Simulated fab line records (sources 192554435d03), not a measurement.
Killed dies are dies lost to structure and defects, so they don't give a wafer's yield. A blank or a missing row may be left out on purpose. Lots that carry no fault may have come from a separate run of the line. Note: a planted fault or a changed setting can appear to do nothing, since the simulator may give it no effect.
Chamber matching || flow n5Finfet || rieDiel-05 running N5_FIN_SAQP_SPACER1_ETCHBACK_25: 4 sister chambers
The step etches SiO2 in CHF3/O2, target depth 24.4 nm, time 12.2 s. 14 wafers are shown with their chamber, then 7 later ones without.

WAFERS PAIRED WITH THEIR CHAMBERS
{"wafer": "L076.1", "chamber": 0, "throttleValvePct (%)": 18.64, "showerheadPlenumPTorr (Torr)": 2.36, "drypumpMotorCurrentA (A)": 5.6}
{"wafer": "L076.2", "chamber": 1, "throttleValvePct (%)": 18.98, "showerheadPlenumPTorr (Torr)": 2.38, "drypumpMotorCurrentA (A)": 5.1}
{"wafer": "L076.4", "chamber": 3, "throttleValvePct (%)": 18.90, "showerheadPlenumPTorr (Torr)": 2.41, "drypumpMotorCurrentA (A)": 5.7}
{"wafer": "L080.3", "chamber": 2, "throttleValvePct (%)": 19.22, "showerheadPlenumPTorr (Torr)": 2.48, "drypumpMotorCurrentA (A)": 6.3}
{"wafer": "L080.5", "chamber": 3, "throttleValvePct (%)": 18.92, "showerheadPlenumPTorr (Torr)": 2.40, "drypumpMotorCurrentA (A)": 5.7}
{"wafer": "L080.6", "chamber": 0, "throttleValvePct (%)": 18.66, "showerheadPlenumPTorr (Torr)": 2.36, "drypumpMotorCurrentA (A)": 5.6}
{"wafer": "L082.1", "chamber": 3, "throttleValvePct (%)": 18.91, "showerheadPlenumPTorr (Torr)": 2.40, "drypumpMotorCurrentA (A)": 5.8}
{"wafer": "L082.4", "chamber": 2, "throttleValvePct (%)": 19.21, "showerheadPlenumPTorr (Torr)": 2.48, "drypumpMotorCurrentA (A)": 6.2}
{"wafer": "L082.5", "chamber": 0, "throttleValvePct (%)": 18.65, "showerheadPlenumPTorr (Torr)": 2.36, "drypumpMotorCurrentA (A)": 5.7}
{"wafer": "L086.1", "chamber": 0, "throttleValvePct (%)": 18.67, "showerheadPlenumPTorr (Torr)": 2.35, "drypumpMotorCurrentA (A)": 5.6}
{"wafer": "L086.2", "chamber": 3, "throttleValvePct (%)": 18.94, "showerheadPlenumPTorr (Torr)": 2.40, "drypumpMotorCurrentA (A)": 5.7}
{"wafer": "L086.3", "chamber": 2, "throttleValvePct (%)": 19.23, "showerheadPlenumPTorr (Torr)": 2.48, "drypumpMotorCurrentA (A)": 6.2}
{"wafer": "L088.2", "chamber": 0, "throttleValvePct (%)": 18.68, "showerheadPlenumPTorr (Torr)": 2.35, "drypumpMotorCurrentA (A)": 5.6}
{"wafer": "L088.3", "chamber": 2, "throttleValvePct (%)": 19.23, "showerheadPlenumPTorr (Torr)": 2.47, "drypumpMotorCurrentA (A)": 6.2}

SIGNATURES (means of the wafers above)
{"reading": "throttleValvePct", "chamber 0": 18.6600, "chamber 1": 18.9800, "chamber 2": 19.2225, "chamber 3": 18.9175, "scatter within a chamber": 0.0147}
{"reading": "showerheadPlenumPTorr", "chamber 0": 2.3560, "chamber 1": 2.3800, "chamber 2": 2.4775, "chamber 3": 2.4025, "scatter within a chamber": 0.0052}
{"reading": "drypumpMotorCurrentA", "chamber 0": 5.620, "chamber 1": 5.100, "chamber 2": 6.225, "chamber 3": 5.725, "scatter within a chamber": 0.048}
Rule: a wafer lies at a distance from a chamber equal to the root of the sum of squares, over the readings, of (its reading less the chamber's mean, divided by the reading's scatter). If the next closest chamber is less than 2 further off than the closest, the wafer can't be placed; otherwise it belongs to the closest. How the scatter is found: for the shown wafers, subtract from each reading the mean of its chamber, square and add these, divide the total by (wafers less chambers), then take the root.

WAFERS MISSING THEIR CHAMBER
{"wafer": "L088.5", "throttleValvePct (%)": 19.25, "showerheadPlenumPTorr (Torr)": 2.47, "drypumpMotorCurrentA (A)": 6.2}
{"wafer": "L093.1", "throttleValvePct (%)": 18.98, "showerheadPlenumPTorr (Torr)": 2.39, "drypumpMotorCurrentA (A)": 5.8}
{"wafer": "L093.3", "throttleValvePct (%)": 19.26, "showerheadPlenumPTorr (Torr)": 2.47, "drypumpMotorCurrentA (A)": 6.3}
{"wafer": "L093.6", "throttleValvePct (%)": 18.70, "showerheadPlenumPTorr (Torr)": 2.35, "drypumpMotorCurrentA (A)": 5.7}
{"wafer": "L096.3", "throttleValvePct (%)": 18.64, "showerheadPlenumPTorr (Torr)": 2.37, "drypumpMotorCurrentA (A)": 5.1}
{"wafer": "L096.4", "throttleValvePct (%)": 18.71, "showerheadPlenumPTorr (Torr)": 2.34, "drypumpMotorCurrentA (A)": 5.6}
{"wafer": "L096.5", "throttleValvePct (%)": 18.67, "showerheadPlenumPTorr (Torr)": 2.37, "drypumpMotorCurrentA (A)": 5.1}

WHICH CHAMBER EACH WENT THROUGH
{"wafer": "L088.5", "from the rows above": 2, "in truth": 2}
{"wafer": "L093.1", "from the rows above": 3, "in truth": 3}
{"wafer": "L093.3", "from the rows above": 2, "in truth": 2}
{"wafer": "L093.6", "from the rows above": 0, "in truth": 0}
{"wafer": "L096.3", "from the rows above": 0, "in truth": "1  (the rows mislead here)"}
{"wafer": "L096.4", "from the rows above": 0, "in truth": 0}
{"wafer": "L096.5", "from the rows above": 0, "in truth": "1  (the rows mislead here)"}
Correct placement for 5 of the 7. From these rows, 0 cannot be placed. 2 placed wrongly.
